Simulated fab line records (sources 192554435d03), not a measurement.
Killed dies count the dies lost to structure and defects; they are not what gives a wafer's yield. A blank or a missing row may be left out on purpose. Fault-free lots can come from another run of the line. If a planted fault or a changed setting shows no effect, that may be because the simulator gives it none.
fab line records	flow n5-finfet	part 1 of 2: steps 1 to 21 of 30
record lots=5	wafers=15	last-day=16
route steps=1938 shown BEOL_M5@1158
lots with no fault: from the same line, run without faults
start-h: start of the lot's first displayed wafer, in hours after the record's first day	wait-h: time in hours since the lot's previous step	" as in the row above	L1.1+2: a single row standing in for several wafers	- either no value or no given start	* or withheld: withheld	< > ~ a bound
route shown NAME@n: NAME is a module with steps in the file, n the number in the route of the first one	usual: mean/standard deviation of fault-free wafers	same: alike in all rows	chamber/n: place in a boat	sites: each site's reading	_std_site: how widely they spread, as a standard deviation	_edge_site: inner sites' mean taken away from outer sites' mean	radius-mm: how far each site lies from the wafer's centre	mask NAME#n: copy n	behind: the tool/chamber that last shaped the wafer	hold: what put the lot on hold/how long, in hours/how the hold closed	device: names the non-switching transistor (n, p or np)	end of line: the route-end tests of the same wafers	a step given without rows: its recipe and nothing more	killed: not the wafer's yield, but the dies lost to structure and defects at the first sort	map: dies across one wafer; x = killed, . = not, _ = none there
set.NAME: setting as actually run; set.NAME@STEP: the setting as run at that earlier step	model.NAME: the simulator's own value behind a step, which no gauge read
certain route steps with their lots: each step a table, each wafer a row
services: a tool's chamber out of use, with start hour (start-h, from the record's first day; less than 0 if before it), hours out, and reason
## steps
# step N5_BEOL_M5_STRIP_85
# recipe chemistry=C4F6/O2	resist=SiARC	rf-frequency-hz=6e+07
lot.wafer	tool	chamber	start-h	wait-h
L075.3+5+6	rie-diel-05	3,0,3	172.25	0.0
L078.1+2+3	rie-diel-05	2,0,3	191.66	0.0
L088.1+5+6	rie-diel-02	0,3,0	269.44	0.0
L091.1+2+6	rie-diel-05	0,2,2	276.34	0.0
L092.1+5+6	rie-diel-02	3,2,1	290.18	0.0
# step N5_BEOL_M5_STRIP_36
# recipe chemistry=N2/H2	power-w=450	temp-c=40	pressure-mtorr=20	rf-frequency-hz=6e+07	overash-fraction=0.3	bias-power-w=7	h2-frac=0.5	n2-flow-sccm=200	h2-flow-sccm=200
# usual bias-power-w=7.003/0.019	drypump-motor-current-A=5.6/0.37	oes-product-au=0.80/0.093	rf-vpp-V=59.0/1.5	showerhead-plenum-p-Torr=2.52/0.1	throttle-valve-pct=23.6/0.41
lot.wafer	tool	chamber	start-h	wait-h	bias-power-w	drypump-motor-current-A	oes-product-au	rf-hours-counter-h	rf-vpp-V	showerhead-plenum-p-Torr	throttle-valve-pct
L075.3	rie-diel-05	3	172.26	0.0	6.996	5.8	0.73	173	58.2	2.42	23.7
L075.5	"	0	"	"	7.031	5.4	0.75	-	59.8	2.45	24.2
L075.6	"	3	"	"	7.016	5.7	0.73	-	62.8	2.42	23.7
L078.1	rie-diel-05	2	191.67	0.0	7.029	5.3	0.68	236	60.7	2.61	24.2
L078.2	"	0	"	"	7.001	5.5	0.74	163	59.5	2.44	24.2
L078.3	"	3	"	"	6.974	5.8	0.72	180	59.3	2.42	23.7
L088.1	rie-diel-02	0	269.45	0.0	7.018	5.3	0.83	69	58.2	2.57	23.5
L088.5	"	3	"	"	7.024	6.2	0.91	-	60.6	2.71	23.9
L088.6	"	0	"	"	7.004	5.3	0.81	-	58.7	2.57	23.4
L091.1	rie-diel-05	0	276.35	0.0	7.016	5.5	0.71	192	60.9	2.43	24.2
L091.2	"	2	"	"	6.993	5.3	0.92	9	58.0	2.60	23.9
L091.6	"	2	"	"	7.016	5.3	0.95	-	61.5	2.60	23.9
L092.1	rie-diel-02	3	290.19	0.0	7.025	6.2	0.91	19	59.0	2.70	23.9
L092.5	"	2	"	"	6.971	5.6	0.85	-	60.1	2.48	23.4
L092.6	"	1	"	"	7.015	5.9	0.90	-	59.5	2.48	22.9
# step N5_BEOL_M5_TRENCH_ETCH_37
# recipe chemistry=C4F6/O2	target-depth-a=716.52	target=SiCOH_lowk	time-s=24.7	ion-energy-ev=250	pressure-mtorr=30	source-w=345	bias-w=185	Ar_flow_sccm=300	C4F6_flow_sccm=10	O2_flow_sccm=10
# usual bias-w=185.0/0.52	drypump-motor-current-A=5.6/0.37	oes-product-au=0.79/0.092	rf-vpp-V=667/8.7	showerhead-plenum-p-Torr=2.83/0.11	throttle-valve-pct=20.87/0.23
# same time-s=24.7
lot.wafer	tool	chamber	start-h	wait-h	bias-w	drypump-motor-current-A	oes-product-au	rf-hours-counter-h	rf-vpp-V	showerhead-plenum-p-Torr	throttle-valve-pct
L075.3	rie-diel-05	3	-	-	185.1	5.7	0.73	173	668	2.72	21.06
L075.5	"	0	"	"	184.5	5.4	0.74	-	671	2.75	21.13
L075.6	"	3	"	"	184.7	5.8	0.72	-	669	2.72	21.07
L078.1	rie-diel-05	2	-	-	184.2	5.3	0.67	236	670	2.89	21.28
L078.2	"	0	"	"	185.1	5.5	0.73	163	672	2.74	21.16
L078.3	"	3	"	"	185.1	5.8	0.73	180	669	2.72	21.08
L088.1	rie-diel-02	0	-	-	185.0	5.3	0.81	69	678	2.89	20.78
L088.5	"	3	"	"	185.0	6.2	0.92	-	665	3.01	20.77
L088.6	"	0	"	"	185.8	5.3	0.82	-	678	2.89	20.79
L091.1	rie-diel-05	0	-	-	184.8	5.4	0.71	192	671	2.73	21.18
L091.2	"	2	"	"	184.0	5.2	0.95	9	671	2.88	20.93
L091.6	"	2	"	"	184.0	5.2	0.94	-	670	2.88	20.93
L092.1	rie-diel-02	3	-	-	185.0	6.2	0.90	19	665	3.01	20.77
L092.5	"	2	"	"	184.9	5.5	0.84	-	667	2.79	20.77
L092.6	"	1	"	"	185.0	5.9	0.90	-	668	2.80	20.40
# step N5_BEOL_M5_ETCH_41
# recipe chemistry=CH3F/O2	target=SiCN	target-depth-a=315	taper-deg=2	time-s=56.7	ion-energy-ev=120	mask-material=TiN	pressure-mtorr=30	source-w=395	bias-w=75	Ar_flow_sccm=150	CH3F_flow_sccm=30	O2_flow_sccm=20
# usual CH3F_flow_sccm=30.01/0.093	bias-w=75.00/0.23	drypump-motor-current-A=5.6/0.37	oes-product-au=0.79/0.093	rf-vpp-V=296.9/1.8	showerhead-plenum-p-Torr=1.99/0.078	throttle-valve-pct=16.28/0.26
# same time-s=56.7
lot.wafer	tool	chamber	start-h	wait-h	CH3F_flow_sccm	bias-w	drypump-motor-current-A	oes-product-au	rf-hours-counter-h	rf-vpp-V	showerhead-plenum-p-Torr	throttle-valve-pct
L075.3	rie-diel-05	3	-	-	29.98	75.08	5.8	0.73	173	293.8	1.91	16.50
L075.5	"	0	"	"	30.02	74.98	5.4	0.73	-	295.2	1.93	16.52
L075.6	"	3	"	"	29.97	75.05	5.8	0.73	-	295.5	1.91	16.51
L078.1	rie-diel-05	2	-	-	29.81	75.01	5.3	0.67	236	296.5	2.04	16.78
L078.2	"	0	"	"	29.98	74.94	5.4	0.73	163	295.4	1.92	16.53
L078.3	"	3	"	"	30.03	74.86	5.7	0.72	180	295.8	1.91	16.51
L088.1	rie-diel-02	0	-	-	30.09	74.87	5.3	0.81	69	297.4	2.03	16.18
L088.5	"	3	"	"	29.92	74.85	6.2	0.91	-	299.2	2.12	16.13
L088.6	"	0	"	"	29.87	74.72	5.3	0.81	-	298.3	2.03	16.15
L091.1	rie-diel-05	0	-	-	29.82	74.96	5.5	0.70	192	296.2	1.92	16.59
L091.2	"	2	"	"	30.17	74.84	5.3	0.95	9	297.2	2.03	16.33
L091.6	"	2	"	"	30.07	75.00	5.3	0.94	-	297.0	2.03	16.34
L092.1	rie-diel-02	3	-	-	29.92	75.20	6.2	0.90	19	299.3	2.12	16.14
L092.5	"	2	"	"	30.12	74.74	5.6	0.83	-	296.0	1.96	16.12
L092.6	"	1	"	"	29.99	74.73	5.9	0.89	-	297.4	1.97	15.80
# step N5_BEOL_M5_STRIP_91
# recipe chemistry=N2/H2	time-s=10	power-w=450	temp-c=40	pressure-mtorr=20	rf-frequency-hz=6e+07	bias-power-w=7	n2-flow-sccm=200	h2-flow-sccm=200
# usual bias-power-w=7.000/0.022	drypump-motor-current-A=5.6/0.37	oes-product-au=0.80/0.092	rf-vpp-V=59.2/0.93	showerhead-plenum-p-Torr=2.52/0.1	throttle-valve-pct=23.6/0.41
# same time-s=10
lot.wafer	tool	chamber	start-h	wait-h	bias-power-w	drypump-motor-current-A	oes-product-au	rf-hours-counter-h	rf-vpp-V	showerhead-plenum-p-Torr	throttle-valve-pct
L075.3	rie-diel-05	3	-	-	7.010	5.8	0.74	173	60.2	2.42	23.7
L075.5	"	0	"	"	6.989	5.4	0.75	-	59.3	2.45	24.2
L075.6	"	3	"	"	7.014	5.8	0.74	-	59.2	2.42	23.7
L078.1	rie-diel-05	2	-	-	7.023	5.3	0.68	236	58.9	2.61	24.2
L078.2	"	0	"	"	7.027	5.5	0.74	164	59.5	2.44	24.2
L078.3	"	3	"	"	7.004	5.8	0.73	180	59.9	2.42	23.7
L088.1	rie-diel-02	0	-	-	6.982	5.3	0.82	69	59.4	2.57	23.4
L088.5	"	3	"	"	7.004	6.2	0.93	-	58.2	2.71	23.9
L088.6	"	0	"	"	7.019	5.3	0.83	-	59.4	2.57	23.4
L091.1	rie-diel-05	0	-	-	6.991	5.4	0.71	192	59.6	2.43	24.2
L091.2	"	2	"	"	7.007	5.3	0.94	9	58.8	2.60	23.9
L091.6	"	2	"	"	7.007	5.3	0.94	-	59.8	2.60	23.9
L092.1	rie-diel-02	3	-	-	7.017	6.2	0.92	19	61.6	2.70	23.9
L092.5	"	2	"	"	6.983	5.5	0.85	-	58.8	2.47	23.4
L092.6	"	1	"	"	7.009	5.8	0.90	-	61.3	2.47	22.9
# step N5_BEOL_M5_OCD_MEAS_38
# usual trench-depth-nm=71.6/1.5
lot.wafer	tool	chamber	start-h	wait-h	trench-depth-nm
L075.3	ocd-01	-	172.46	-	69.6
L075.5	"	-	"	"	71.6
L075.6	"	-	"	"	69.6
L078.1	ocd-02	-	191.87	-	70.0
L078.2	"	-	"	"	71.7
L078.3	"	-	"	"	68.9
L088.1	ocd-01	-	269.64	-	72.1
L088.5	"	-	"	"	72.6
L088.6	"	-	"	"	72.1
L091.1	ocd-01	-	276.54	-	71.2
L091.2	"	-	"	"	72.7
L091.6	"	-	"	"	72.5
L092.1	ocd-02	-	290.39	-	72.9
L092.5	"	-	"	"	72.8
L092.6	"	-	"	"	72.6
# step N5_BEOL_M5_HM_STRIP_39
# recipe chemistry=peroxide-tin-strip	material=TiN	target-depth-a=250	temp-c=50	time-s=158
# usual bath-heat-duty-pct=7.1/0.89
# same time-s=158
lot.wafer	tool	chamber	start-h	wait-h	bath-heat-duty-pct
L075.3	wet-bench-03	7	172.49	0.0	7.7
L075.5	"	5	"	"	7.1
L075.6	"	0	"	"	7.6
L078.1	wet-bench-01	4	191.90	0.0	8.3
L078.2	"	1	"	"	7.6
L078.3	"	5	"	"	6.8
L088.1	wet-bench-03	1	269.67	0.0	5.7
L088.5	"	2	"	"	5.9
L088.6	"	0	"	"	7.7
L091.1	wet-bench-01	5	276.58	0.0	6.1
L091.2	"	3	"	"	7.3
L091.6	"	2	"	"	7.9
L092.1	wet-bench-05	2	290.42	0.0	6.4
L092.5	"	6	"	"	7.8
L092.6	"	3	"	"	7.5
# step N5_BEOL_M5_SRD_40
# recipe time-s=30	temp-c=23	rinse-liquid=diw	dry=ipa-marangoni
# usual bath-heat-duty-pct=3.6/0.58
# same time-s=30
lot.wafer	tool	chamber	start-h	wait-h	bath-heat-duty-pct
L075.3	wet-bench-03	7	172.54	0.0	3.0
L075.5	"	5	"	"	3.6
L075.6	"	0	"	"	2.3
L078.1	wet-bench-01	4	191.95	0.0	4.4
L078.2	"	1	"	"	3.3
L078.3	"	5	"	"	2.8
L088.1	wet-bench-03	1	269.72	0.0	3.7
L088.5	"	2	"	"	2.8
L088.6	"	0	"	"	3.8
L091.1	wet-bench-01	5	276.62	0.0	3.4
L091.2	"	3	"	"	3.7
L091.6	"	2	"	"	4.0
L092.1	wet-bench-05	2	290.47	0.0	3.5
L092.5	"	6	"	"	4.1
L092.6	"	3	"	"	3.9
# step N5_BEOL_M5_PRECLEAN_42
# recipe chemistry=residue-remover	time-s=60	temp-c=40
# usual bath-heat-duty-pct=4.6/0.62
# same time-s=60
lot.wafer	tool	chamber	start-h	wait-h	bath-heat-duty-pct
L075.3	wet-bench-03	7	172.55	0.0	4.4
L075.5	"	5	"	"	4.7
L075.6	"	0	"	"	5.1
L078.1	wet-bench-01	4	191.97	0.0	5.2
L078.2	"	1	"	"	4.4
L078.3	"	5	"	"	3.8
L088.1	wet-bench-03	1	269.73	0.0	4.0
L088.5	"	2	"	"	4.0
L088.6	"	0	"	"	4.4
L091.1	wet-bench-01	5	276.64	0.0	5.1
L091.2	"	3	"	"	4.7
L091.6	"	2	"	"	5.4
L092.1	wet-bench-05	2	290.48	0.0	4.5
L092.5	"	6	"	"	4.3
L092.6	"	3	"	"	4.1
# step N5_BEOL_M5_SRD_43
# recipe time-s=30	temp-c=23	rinse-liquid=diw	dry=ipa-marangoni
# usual bath-heat-duty-pct=3.7/0.54
# same time-s=30
lot.wafer	tool	chamber	start-h	wait-h	bath-heat-duty-pct
L075.3	wet-bench-03	7	172.57	0.0	3.7
L075.5	"	5	"	"	3.9
L075.6	"	0	"	"	3.5
L078.1	wet-bench-01	4	191.99	0.0	4.3
L078.2	"	1	"	"	4.5
L078.3	"	5	"	"	3.5
L088.1	wet-bench-03	1	269.75	0.0	3.5
L088.5	"	2	"	"	2.8
L088.6	"	0	"	"	3.5
L091.1	wet-bench-01	5	276.66	0.0	3.6
L091.2	"	3	"	"	3.6
L091.6	"	2	"	"	4.4
L092.1	wet-bench-05	2	290.50	0.0	3.6
L092.5	"	6	"	"	4.3
L092.6	"	3	"	"	3.6
# step N5_BEOL_M5_CD_MEAS_35
# recipe target-cd-nm=28	target-cd-y-nm=24	polarity=opening
# usual cd-nm=28.0/0.34
lot.wafer	tool	chamber	start-h	wait-h	cd-nm
L075.3	cd-sem-03	-	172.61	0.0	28.7
L075.5	"	-	"	"	27.9
L075.6	"	-	"	"	28.4
L078.1	cd-sem-02	-	192.03	0.0	28.1
L078.2	"	-	"	"	27.7
L078.3	"	-	"	"	28.0
L088.1	cd-sem-03	-	269.79	0.0	27.5
L088.5	"	-	"	"	27.4
L088.6	"	-	"	"	27.0
L091.1	cd-sem-03	-	276.70	0.0	27.8
L091.2	"	-	"	"	27.8
L091.6	"	-	"	"	27.8
L092.1	cd-sem-03	-	290.54	0.0	27.3
L092.5	"	-	"	"	27.9
L092.6	"	-	"	"	28.1
# step N5_BEOL_M5_CURE_80
# recipe temp-c=370	time-s=120	ambient=DMADMS/He	material=SiCOH_lowk
# usual lamp-power-pct=52.31/0.053	wafer_temp_C_max=371.6/0.54
# same time-s=120
lot.wafer	tool	chamber	start-h	wait-h	lamp-power-pct	wafer_temp_C_max
L075.3	uv-cure-01	2	172.75	0.1	52.25	371.3
L075.5	"	2	"	"	52.18	370.9
L075.6	"	2	"	"	52.39	371.4
L078.1	uv-cure-01	1	192.07	0.0	52.29	371.0
L078.2	"	1	"	"	52.35	371.4
L078.3	"	1	"	"	52.29	371.4
L088.1	uv-cure-03	1	269.83	0.0	52.29	372.0
L088.5	"	1	"	"	52.27	372.0
L088.6	"	1	"	"	52.38	371.7
L091.1	uv-cure-03	2	276.74	0.0	52.27	372.3
L091.2	"	2	"	"	52.24	371.5
L091.6	"	2	"	"	52.39	372.0
L092.1	uv-cure-03	1	290.58	0.0	52.37	372.0
L092.5	"	1	"	"	52.30	371.8
L092.6	"	1	"	"	52.30	371.5
# step N5_BEOL_M5_DEGAS_44
# recipe ambient=vacuum	temp-c=250	time-s=60
# usual heater-power-w=317/29
# same time-s=60
lot.wafer	tool	chamber	start-h	wait-h	heater-power-w
L075.3	pvd-sputter-02	-	173.18	0.4	279
L075.5	"	-	"	"	310
L075.6	"	-	"	"	332
L078.1	pvd-sputter-01	-	192.40	0.3	309
L078.2	"	-	"	"	286
L078.3	"	-	"	"	359
L088.1	pvd-sputter-03	-	271.66	1.8	350
L088.5	"	-	"	"	366
L088.6	"	-	"	"	342
L091.1	pvd-sputter-03	-	277.09	0.3	307
L091.2	"	-	"	"	362
L091.6	"	-	"	"	372
L092.1	pvd-sputter-01	-	291.20	0.5	285
L092.5	"	-	"	"	362
L092.6	"	-	"	"	290
# step N5_BEOL_M5_PRE_CLEAN_45
# recipe gas=H2/He	time-s=30	temp-c=250
# usual heater-power-w=316/29
# same time-s=30
lot.wafer	tool	chamber	start-h	wait-h	heater-power-w
L075.3	pvd-sputter-02	-	173.22	0.0	269
L075.5	"	-	"	"	314
L075.6	"	-	"	"	329
L078.1	pvd-sputter-01	-	192.44	0.0	313
L078.2	"	-	"	"	283
L078.3	"	-	"	"	360
L088.1	pvd-sputter-03	-	271.70	0.0	346
L088.5	"	-	"	"	354
L088.6	"	-	"	"	352
L091.1	pvd-sputter-03	-	277.13	0.0	311
L091.2	"	-	"	"	375
L091.6	"	-	"	"	363
L092.1	pvd-sputter-01	-	291.24	0.0	281
L092.5	"	-	"	"	367
L092.6	"	-	"	"	283
# step N5_BEOL_M5_ALD_86
# recipe material=TaN	target-thk-a=*	temp-c=275	ald-precursor-family=PDMAT	ald-co-reactant=NH3	pressure-torr=3	carrier-flow-sccm=1500	pulse-time-s=2	purge-time-s=3	co-reactant-purge-time-s=2	co-reactant-pulse-time-s=3	ald-cycles=30	precursor-vessel-temp-c=75	precursor-vessel-pressure-torr=26.25	precursor-vessel-carrier-sccm=1000
# usual heater-power-w=392/41
lot.wafer	tool	chamber	start-h	wait-h	heater-power-w
L075.3	ald-metal-04	3	173.29	0.0	395
L075.5	"	0	"	"	331
L075.6	"	1	"	"	361
L078.1	ald-metal-03	3	192.54	0.1	415
L078.2	"	2	"	"	449
L078.3	"	0	"	"	425
L088.1	ald-metal-03	0	271.77	0.0	422
L088.5	"	1	"	"	316
L088.6	"	0	"	"	408
L091.1	ald-metal-01	1	277.19	0.0	417
L091.2	"	2	"	"	432
L091.6	"	2	"	"	442
L092.1	ald-metal-01	1	291.30	0.0	426
L092.5	"	3	"	"	446
L092.6	"	2	"	"	439
# step N5_BEOL_M5_SURFACE_TREAT_87
# recipe gas=Ar	time-s=*	ion-energy-ev=*	ion-current-ma-cm2=0.5	pressure-mtorr=*	ar-flow-sccm=30
# usual pressure-mtorr=*	throttle-valve-pct=*
# same time-s=*
lot.wafer	tool	chamber	start-h	wait-h	pressure-mtorr	throttle-valve-pct
L075.3	pvd-sputter-02	-	173.72	0.3	*	*
L075.5	"	-	"	"	*	*
L075.6	"	-	"	"	*	*
L078.1	pvd-sputter-01	-	193.02	0.4	*	*
L078.2	"	-	"	"	*	*
L078.3	"	-	"	"	*	*
L088.1	pvd-sputter-03	-	272.02	0.2	*	*
L088.5	"	-	"	"	*	*
L088.6	"	-	"	"	*	*
L091.1	pvd-sputter-03	-	277.57	0.3	*	*
L091.2	"	-	"	"	*	*
L091.6	"	-	"	"	*	*
L092.1	pvd-sputter-03	-	291.59	0.2	*	*
L092.5	"	-	"	"	*	*
L092.6	"	-	"	"	*	*
# step N5_BEOL_M5_CVD_47
# recipe material=Co	target-thk-a=30	temp-c=withheld	precursor=CCTBA/H2	pressure-torr=30	time-s=216
# same time-s=216
lot.wafer	tool	chamber	start-h	wait-h
L075.3+5+6	cvd-co-01	1,1,0	173.85	0.1
L078.1+2+3	cvd-co-02	2,1,2	193.59	0.5
L088.1+5+6	cvd-co-01	1,2,1	272.09	0.0
L091.1+2+6	cvd-co-01	0,1,1	277.63	0.0
L092.1+5+6	cvd-co-02	1,2,0	291.65	0.0
# step N5_BEOL_M5_SPUTTER_48
# recipe material=Cu	target-thk-a=150	temp-c=-20	chamber-pressure-pa=0.07	power-w=withheld	time-s=27.62
# usual throttle-valve-pct=29.7/0.98
# same time-s=27.62
lot.wafer	tool	chamber	start-h	wait-h	throttle-valve-pct
L075.3	pvd-sputter-02	-	174.04	0.1	28.1
L075.5	"	-	"	"	30.3
L075.6	"	-	"	"	28.4
L078.1	pvd-sputter-03	-	193.82	0.2	28.5
L078.2	"	-	"	"	30.2
L078.3	"	-	"	"	29.5
L088.1	pvd-sputter-03	-	272.24	0.1	29.5
L088.5	"	-	"	"	29.4
L088.6	"	-	"	"	28.2
L091.1	pvd-sputter-03	-	277.79	0.1	30.3
L091.2	"	-	"	"	30.2
L091.6	"	-	"	"	30.2
L092.1	pvd-sputter-03	-	292.13	0.4	30.1
L092.5	"	-	"	"	29.6
L092.6	"	-	"	"	28.2
# step N5_BEOL_M5_ANNEAL_49
# recipe temp-c=400	time-s=1800	ambient=vacuum
# usual heater-power-w=787/76
# same time-s=1800
lot.wafer	tool	chamber	start-h	wait-h	heater-power-w
L075.3	pvd-sputter-02	-	174.12	0.0	825
L075.5	"	-	"	"	721
L075.6	"	-	"	"	688
L078.1	pvd-sputter-03	-	193.90	0.0	946
L078.2	"	-	"	"	746
L078.3	"	-	"	"	866
L088.1	pvd-sputter-03	-	272.32	0.0	882
L088.5	"	-	"	"	836
L088.6	"	-	"	"	927
L091.1	pvd-sputter-03	-	277.87	0.0	731
L091.2	"	-	"	"	773
L091.6	"	-	"	"	753
L092.1	pvd-sputter-03	-	292.21	0.0	772
L092.5	"	-	"	"	874
L092.6	"	-	"	"	921
# step N5_BEOL_M5_SPUTTER_81
# recipe material=Cu	target-thk-a=150	temp-c=-20	chamber-pressure-pa=0.07	power-w=withheld	time-s=27.62
# usual throttle-valve-pct=29.7/0.97
# same time-s=27.62
lot.wafer	tool	chamber	start-h	wait-h	throttle-valve-pct
L075.3	pvd-sputter-02	-	175.13	0.5	28.3
L075.5	"	-	"	"	30.3
L075.6	"	-	"	"	28.5
L078.1	pvd-sputter-03	-	194.91	0.5	28.3
L078.2	"	-	"	"	30.3
L078.3	"	-	"	"	29.3
L088.1	pvd-sputter-03	-	273.33	0.5	29.5
L088.5	"	-	"	"	29.3
L088.6	"	-	"	"	28.4
L091.1	pvd-sputter-03	-	278.87	0.5	30.5
L091.2	"	-	"	"	30.6
L091.6	"	-	"	"	30.4
L092.1	pvd-sputter-03	-	293.21	0.5	30.4
L092.5	"	-	"	"	29.3
L092.6	"	-	"	"	28.2
# step N5_BEOL_M5_ANNEAL_82
# recipe temp-c=400	time-s=1800	ambient=vacuum
# usual heater-power-w=789/75
# same time-s=1800
lot.wafer	tool	chamber	start-h	wait-h	heater-power-w
L075.3	pvd-sputter-02	-	175.21	0.0	823
L075.5	"	-	"	"	714
L075.6	"	-	"	"	696
L078.1	pvd-sputter-03	-	194.99	0.0	938
L078.2	"	-	"	"	772
L078.3	"	-	"	"	863
L088.1	pvd-sputter-03	-	273.41	0.0	846
L088.5	"	-	"	"	873
L088.6	"	-	"	"	912
L091.1	pvd-sputter-03	-	278.95	0.0	749
L091.2	"	-	"	"	774
L091.6	"	-	"	"	767
L092.1	pvd-sputter-03	-	293.29	0.0	776
L092.5	"	-	"	"	867
L092.6	"	-	"	"	929
